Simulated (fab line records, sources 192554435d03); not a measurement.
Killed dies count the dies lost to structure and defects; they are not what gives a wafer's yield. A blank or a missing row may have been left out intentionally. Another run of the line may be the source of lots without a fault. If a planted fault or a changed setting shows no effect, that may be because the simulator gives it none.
fab line records    flow n5-finfet
record lots=11  wafers=32  last-day=20
route steps=1938 shown FIN_SAQP@146 FIN_CUT@164 PASSIVATION@1936
lots that met no fault: taken from a fault-free run of the same line
start-h: the number of hours between the record's first day and the start of the first shown wafer of the lot    wait-h: hours since the lot's step before    " as in the row above    L1.1+2: a single row standing in for several wafers    - no value present, or no start provided    * or withheld: withheld    < > ~ a bound
route shown NAME@n: names a module that has steps shown in the file, with the first one's number in the route    usual: mean/standard deviation taken from wafers without a fault    same: alike in all rows    chamber/n: place in a boat    sites: the reading at each site    _std_site: their standard deviation    _edge_site: the outer-site mean with the inner-site mean subtracted    radius-mm: how far each site lies from the wafer's centre    mask NAME#n: copy n    behind: the last tool/chamber to shape the wafer    hold: why the lot went on hold/how many hours it stayed there/how the hold came to an end    device: whichever transistor did not switch (one of n, p or np)    end of line: the same wafers' tests at the end of the route    a step given without rows: its recipe and nothing more    killed: dies lost to structure and defects at the first sort, not the wafer's yield    map: per-die view of a wafer (x killed, . not killed, _ where there is no die)
set.NAME: the run value of the setting; set.NAME@STEP: its run value at that earlier step    model.NAME: the simulator's own value behind a step, which no gauge read
a sample of lots followed through the steps of the route, with each step as a table and each wafer as a row
services: a tool's chamber out of use, with start hour (start-h, from the record's first day; less than 0 if before it), hours out, and reason
## steps
# step N5_FIN_SAQP_ETCH_64
# recipe chemistry=CF4  target=SiO2  target-depth-a=15  ion-energy-ev=350  pressure-mtorr=10  icp-w=800  bias-w=400  cf4-flow-sccm=80
# usual cf4-flow-sccm=80.00/0.23  drypump-motor-current-A=5.6/0.48  oes-product-au=0.997/0.021  throttle-valve-pct=21.90/0.23
lot.wafer  tool       chamber  start-h  wait-h  cf4-flow-sccm  drypump-motor-current-A  oes-product-au  rf-hours-counter-h  throttle-valve-pct
L740.1     rie-si-01  3        37.24    0.0     79.52          5.8                      0.985           122                 21.53
L740.4     "          2        "        "       79.69          6.4                      1.011           69                  21.90
L740.6     "          2        "        "       80.13          6.4                      0.997           -                   21.90
L741.1     rie-si-03  1        45.42    0.0     80.17          5.6                      0.983           181                 22.13
L741.2     "          3        "        "       80.37          4.9                      1.020           79                  21.86
L741.5     "          2        "        "       79.71          5.2                      1.006           -                   21.64
L742.1     rie-si-02  0        52.57    0.0     80.26          5.4                      1.022           30                  22.11
L742.3     "          2        "        "       79.98          5.0                      1.013           71                  22.20
L742.4     "          1        "        "       80.26          5.8                      0.993           183                 22.07
L743.1     rie-si-02  2        55.62    0.0     80.51          5.0                      1.009           71                  22.16
L743.2     "          0        "        "       79.66          5.4                      1.023           30                  22.10
L743.6     "          2        "        "       80.01          5.0                      1.017           -                   22.18
L744.1     rie-si-03  0        62.02    0.0     80.04          6.0                      0.977           148                 21.66
L744.2     "          3        "        "       79.90          4.9                      1.027           79                  21.87
L744.5     "          2        "        "       79.73          5.2                      1.019           -                   21.65
L745.1     rie-si-03  1        68.34    0.0     79.42          5.6                      0.983           181                 22.14
L745.3     "          0        "        "       80.14          6.0                      0.966           148                 21.64
L745.4     "          2        "        "       80.14          5.2                      1.001           105                 21.65
L753.4     rie-si-02  1        116.28   0.0     80.04          5.9                      0.980           184                 22.08
L753.5     "          3        "        "       80.27          5.5                      0.958           -                   21.62
L755.1     rie-si-01  1        131.00   0.0     79.95          6.7                      1.018           83                  22.15
L755.3     "          3        "        "       80.61          5.7                      0.996           124                 21.55
L755.4     "          2        "        "       80.30          6.4                      0.999           71                  21.91
L756.2     rie-si-03  2        133.99   0.0     80.01          5.2                      1.015           106                 21.65
L756.3     "          1        "        "       80.03          5.6                      0.987           183                 22.14
L756.4     "          0        "        "       80.05          6.0                      0.969           149                 21.65
L759.1     rie-si-03  3        163.61   0.0     80.05          4.9                      1.021           81                  21.88
L759.4     "          0        "        "       80.11          6.0                      0.976           149                 21.65
L759.6     "          0        "        "       79.70          6.0                      0.985           -                   21.65
L761.1     rie-si-01  1        166.99   0.1     80.13          6.7                      1.030           84                  22.17
L761.2     "          3        "        "       79.93          5.8                      0.990           124                 21.55
L761.6     "          2        "        "       80.00          6.4                      1.004           -                   21.89
# step N5_FIN_CUT_OVL_MEAS_09
# recipe points-per-wafer=522
# usual FIN_CUT_OVL=-0.2/0.74
lot.wafer  tool        chamber  start-h  wait-h  FIN_CUT_OVL[nm]
L740.1     overlay-01  0        37.96    0.0     -1.7
L740.4     "           0        "        "       0.3
L740.6     "           0        "        "       0.6
L741.1     overlay-01  0        46.15    0.0     -1.1
L741.2     "           0        "        "       -1.3
L741.5     "           0        "        "       -1.1
L742.1     overlay-02  0        53.17    0.0     0.8
L742.3     "           0        "        "       0.8
L742.4     "           0        "        "       1.8
L743.1     overlay-02  0        56.35    0.0     0.5
L743.2     "           0        "        "       -0.5
L743.6     "           0        "        "       -0.7
L744.1     overlay-01  0        62.63    0.0     -0.9
L744.2     "           0        "        "       -1.1
L744.5     "           0        "        "       -1.3
L745.1     overlay-01  0        69.07    0.0     0.5
L745.3     "           0        "        "       0.6
L745.4     "           0        "        "       1.0
L753.4     overlay-02  0        116.94   0.0     -0.2
L753.5     "           0        "        "       -0.5
L755.1     overlay-01  0        142.72   11.1    0.5
L755.3     "           0        "        "       0.2
L755.4     "           0        "        "       0.0
L756.2     overlay-01  0        142.91   8.3     -0.1
L756.3     "           0        "        "       -1.4
L756.4     "           0        "        "       -0.3
L759.1     overlay-02  0        164.22   0.0     0.2
L759.4     "           0        "        "       0.8
L759.6     "           0        "        "       0.1
L761.1     overlay-02  0        167.59   0.0     0.0
L761.2     "           0        "        "       -0.3
L761.6     "           0        "        "       0.5
# step N5_FIN_CUT_ETCH_30
# recipe chemistry=N2/H2  target=underlayer  target-depth-a=130  mask-material=CAR-EUV  time-s=10.4  ion-energy-ev=200  pressure-mtorr=30  source-w=840  bias-w=150  n2-flow-sccm=200  h2-flow-sccm=200  ends=cleared
# usual drypump-motor-current-A=5.8/0.57  etch-rf-on-time-s=10.39/0.15  oes-product-au=0.67/0.064  rf-vpp-V=524.5/2.5  showerhead-plenum-p-Torr=2.56/0.08  throttle-valve-pct=17.98/0.19
lot.wafer  tool         chamber  start-h  wait-h  drypump-motor-current-A  etch-rf-on-time-s  oes-product-au  rf-hours-counter-h  rf-vpp-V  showerhead-plenum-p-Torr  throttle-valve-pct
L740.1     rie-diel-06  1        38.09    0.0     5.2                      10.72              0.60            201                 526.7     2.62                      17.95
L740.4     "            3        "        "       5.2                      10.37              0.77            12                  525.3     2.60                      18.05
L740.6     "            1        "        "       5.2                      10.70              0.61            -                   527.2     2.62                      17.96
L741.1     rie-diel-03  1        46.27    0.0     6.1                      10.24              0.65            128                 520.1     2.45                      17.59
L741.2     "            2        "        "       5.0                      10.51              0.69            107                 527.5     2.66                      17.81
L741.5     "            2        "        "       5.0                      10.52              0.68            -                   529.5     2.66                      17.82
L742.1     rie-diel-06  1        53.30    0.0     5.2                      10.61              0.60            204                 527.0     2.62                      17.94
L742.3     "            2        "        "       6.4                      10.27              0.69            109                 520.0     2.46                      17.87
L742.4     "            0        "        "       6.5                      10.37              0.63            187                 525.8     2.63                      18.18
L743.1     rie-diel-06  1        56.48    0.0     5.2                      10.71              0.60            205                 526.4     2.62                      17.96
L743.2     "            0        "        "       6.4                      10.39              0.62            188                 525.9     2.63                      18.18
L743.6     "            3        "        "       5.2                      10.38              0.76            -                   525.2     2.60                      18.05
L744.1     rie-diel-01  1        62.76    0.0     6.3                      10.30              0.69            101                 524.8     2.56                      17.80
L744.2     "            3        "        "       6.0                      10.21              0.58            225                 524.3     2.50                      18.19
L744.5     "            1        "        "       6.3                      10.33              0.69            -                   525.3     2.56                      17.76
L745.1     rie-diel-03  3        69.20    0.0     5.4                      10.40              0.83            5                   525.6     2.61                      17.84
L745.3     "            0        "        "       5.6                      10.44              0.63            161                 523.6     2.53                      18.02
L745.4     "            0        "        "       5.6                      10.55              0.63            -                   524.7     2.53                      18.01
L753.4     rie-diel-06  1        117.05   0.0     5.2                      10.57              0.59            220                 525.4     2.62                      17.99
L753.5     "            0        "        "       6.4                      10.29              0.61            -                   526.4     2.63                      18.19
L755.1     rie-diel-03  1        142.91   0.0     6.1                      10.24              0.65            140                 523.1     2.44                      17.61
L755.3     "            2        "        "       5.0                      10.53              0.66            128                 526.5     2.65                      17.87
L755.4     "            3        "        "       5.3                      10.39              0.79            20                  524.7     2.60                      17.85
L756.2     rie-diel-03  1        143.74   0.0     6.1                      10.10              0.65            141                 520.9     2.44                      17.61
L756.3     "            2        "        "       5.0                      10.37              0.67            128                 528.5     2.66                      17.87
L756.4     "            0        "        "       5.6                      10.28              0.63            177                 521.9     2.53                      18.04
L759.1     rie-diel-01  0        164.35   0.0     6.6                      10.54              0.69            82                  522.0     2.46                      18.11
L759.4     "            0        "        "       6.6                      10.53              0.69            -                   521.2     2.46                      18.11
L759.6     "            2        "        "       6.4                      10.08              0.81            -                   528.1     2.71                      18.07
L761.1     rie-diel-03  2        167.72   0.0     5.0                      10.61              0.65            136                 526.4     2.65                      17.88
L761.2     "            3        "        "       5.4                      10.54              0.76            29                  524.7     2.60                      17.87
L761.6     "            0        "        "       5.6                      10.62              0.62            -                   524.7     2.52                      18.06
# step N5_FIN_CUT_CUT_ETCH_15
# recipe chemistry=HBr/Cl2/O2  target=Si  target-depth-a=1000  bt-time-s=10  mask-material=SOC  time-s=42.4  ion-energy-ev=*  bias-w=*  pressure-mtorr=10  icp-w=800  HBr_flow_sccm=150  Cl2_flow_sccm=80  O2_flow_sccm=12
# usual O2_flow_sccm=12.01/0.036  drypump-motor-current-A=5.7/0.4  oes-product-au=0.999/0.018  throttle-valve-pct=37.25/0.24
lot.wafer  tool       chamber  start-h  wait-h  O2_flow_sccm  drypump-motor-current-A  oes-product-au  rf-hours-counter-h  throttle-valve-pct
L740.1     rie-si-05  2        38.69    0.1     12.02         5.6                      1.012           25                  37.63
L740.4     "          2        "        "       11.99         5.6                      1.026           -                   37.63
L740.6     "          1        "        "       11.96         5.0                      0.971           -                   37.33
L741.1     rie-si-06  1        46.87    0.1     11.96         5.6                      1.020           168                 36.95
L741.2     "          2        "        "       12.01         5.3                      0.994           97                  37.11
L741.5     "          0        "        "       12.07         5.9                      0.995           -                   37.01
L742.1     rie-si-04  1        53.90    0.1     12.02         6.2                      0.990           166                 37.24
L742.3     "          3        "        "       12.01         6.3                      1.007           143                 37.33
L742.4     "          0        "        "       11.99         6.2                      1.017           110                 37.56
L743.1     rie-si-05  3        57.08    0.1     11.97         5.5                      0.985           103                 36.81
L743.2     "          1        "        "       12.00         5.0                      0.969           89                  37.36
L743.6     "          1        "        "       12.02         5.0                      0.982           -                   37.35
L744.1     rie-si-04  3        63.35    0.1     12.01         6.2                      1.008           143                 37.32
L744.2     "          1        "        "       12.02         6.2                      0.986           166                 37.25
L744.5     "          0        "        "       12.01         6.1                      1.023           -                   37.58
L745.1     rie-si-05  0        69.80    0.1     12.08         6.1                      1.020           0                   37.25
L745.3     "          2        "        "       11.97         5.6                      1.016           26                  37.65
L745.4     "          3        "        "       11.95         5.5                      0.972           103                 36.80
L753.4     rie-si-05  3        117.64   0.0     12.03         5.5                      0.991           104                 36.80
L753.5     "          0        "        "       11.95         6.1                      1.080           -                   37.25
L755.1     rie-si-06  1        143.50   0.1     12.06         5.5                      1.024           170                 36.96
L755.3     "          0        "        "       12.04         5.9                      0.998           162                 37.02
L755.4     "          3        "        "       12.03         5.7                      1.005           99                  37.14
L756.2     rie-si-04  0        144.33   0.1     12.00         6.1                      1.009           111                 37.55
L756.3     "          2        "        "       12.02         5.9                      0.980           70                  37.35
L756.4     "          1        "        "       11.96         6.2                      0.992           167                 37.25
L759.1     rie-si-06  0        164.96   0.1     12.04         5.9                      0.998           163                 37.02
L759.4     "          2        "        "       12.02         5.2                      0.985           99                  37.09
L759.6     "          3        "        "       11.96         5.6                      1.016           -                   37.13
L761.1     rie-si-04  2        168.31   0.1     12.05         5.9                      0.981           71                  37.36
L761.2     "          1        "        "       12.03         6.2                      0.980           168                 37.25
L761.6     "          0        "        "       11.95         6.1                      1.024           -                   37.57
# step N5_PASSIVATION_PROBE_49
# usual killed_at_M0_to_M3=37/12  killed_at_M4_up=15/5.6  killed-at-contacts=13/6.9  killed-at-front-end=40/11  killed-at-other=4/3.2  killed-dies=109/20  killed-open=73/15  killed-short=35/8.3
# same gross-dies=1180  killed-at-back-side=0
lot.wafer  tool       chamber  start-h  wait-h  killed_at_M0_to_M3  killed_at_M4_up  killed-at-contacts  killed-at-front-end  killed-at-other  killed-dies  killed-open  killed-short
L755.1     prober-01  -        431.19   0.0     20                  26               16                  44                   7                113          79           33
L755.3     prober-01  -        431.29   0.1     24                  21               9                   38                   2                94           57           37
L755.4     prober-01  -        431.34   0.2     48                  10               8                   51                   2                119          80           38
# killed by level:class
L755.1 MOL_CONTACT_COAG:geometric-particle:open=13 STI_FIN_REVEAL:geometric-particle:open=9 BEOL_M4:geometric-particle:open=9 FIN_SAQP:geometric-particle:open=7 FIN_SAQP:geometric-particle:short=6 BEOL_M3:geometric-particle:open=6 BEOL_M5:geometric-particle:open=6 BEOL_M7:geometric-particle:open=5
L755.3 BEOL_M4:geometric-particle:open=15 FIN_SAQP:geometric-particle:open=12 FIN_SAQP:geometric-particle:short=7 MOL_CONTACT_COAG:geometric-particle:open=6 BEOL_M0_SAQP:geometric-particle:short=6 BEOL_M0_SAQP:geometric-particle:open=5 STI_FIN_REVEAL:geometric-particle:open=4 BEOL_M3:geometric-particle:open=4
L755.4 FIN_SAQP:geometric-particle:open=18 FIN_SAQP:geometric-particle:short=15 BEOL_M0_SAQP:geometric-particle:open=11 BEOL_M0_SAQP:geometric-particle:short=10 STI_FIN_REVEAL:geometric-particle:open=7 MOL_CONTACT_COAG:geometric-particle:open=7 BEOL_M1:geometric-particle:open=7 BEOL_M3:geometric-particle:open=7
## services
tool         chamber  start-h  hours  kind
rie-si-01    -        24.00    2.1    repair
rie-si-05    1        27.09    6.5    repair
rie-diel-01  1        28.63    15.2   repair
rie-diel-03  3        37.19    -      clean
rie-diel-03  3        37.19    -      consumable-replace:focus-ring
rie-diel-03  3        37.19    11.0   scheduled-down
rie-diel-03  3        37.19    11.0   vent-cycle
rie-si-01    -        37.42    14.6   pm
rie-si-03    0        38.13    3.4    repair
rie-si-05    0        38.33    -      clean
rie-si-05    0        38.33    16.3   scheduled-down
rie-diel-03  -        56.58    0.7    repair
rie-diel-06  2        62.12    2.9    repair
rie-diel-03  1        63.66    28.1   repair
rie-si-06    1        67.40    4.3    repair
rie-si-06    3        70.12    6.7    repair
rie-si-03    -        70.51    2.8    pm
rie-diel-01  0        75.90    1.5    repair
rie-si-05    -        104.94   1.8    repair
rie-si-06    -        109.83   2.8    pm
rie-si-01    1        143.65   4.7    repair
rie-si-02    0        144.13   3.1    repair
rie-si-01    2        148.58   5.1    repair
rie-si-05    2        152.34   3.8    repair
## key
first-sign step=N5_FIN_CUT_CUT_ETCH_15  reading=oes-product-au  direction=up  sigmas=4.5  usual=0.999  struck=1.080
effect none on later readings
met-at N5_FIN_CUT_CUT_ETCH_15
struck-lots L753
struck-wafers L753.5
tester-left-out L753
not-acting-at N5_FIN_SAQP_ETCH_64,N5_FIN_CUT_OVL_MEAS_09,N5_FIN_CUT_ETCH_30
onset-between 69.80 117.64
fault kind=process-parameter-drift  tool=rie-si-05  chamber=-  onset-h=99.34  steps=N5_FIN_CUT_CUT_ETCH_15  channel=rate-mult  offset=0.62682  shape=step  end-h=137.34  scope=struck-wafers-only
# tester-left-out: of these lots the tester's yield and bins aren't shown, on N5 and GAA mostly nor the transistor test; their killed dies are dies lost to structure and defects alone, not to doping, threshold or leakage, so they don't give the yield
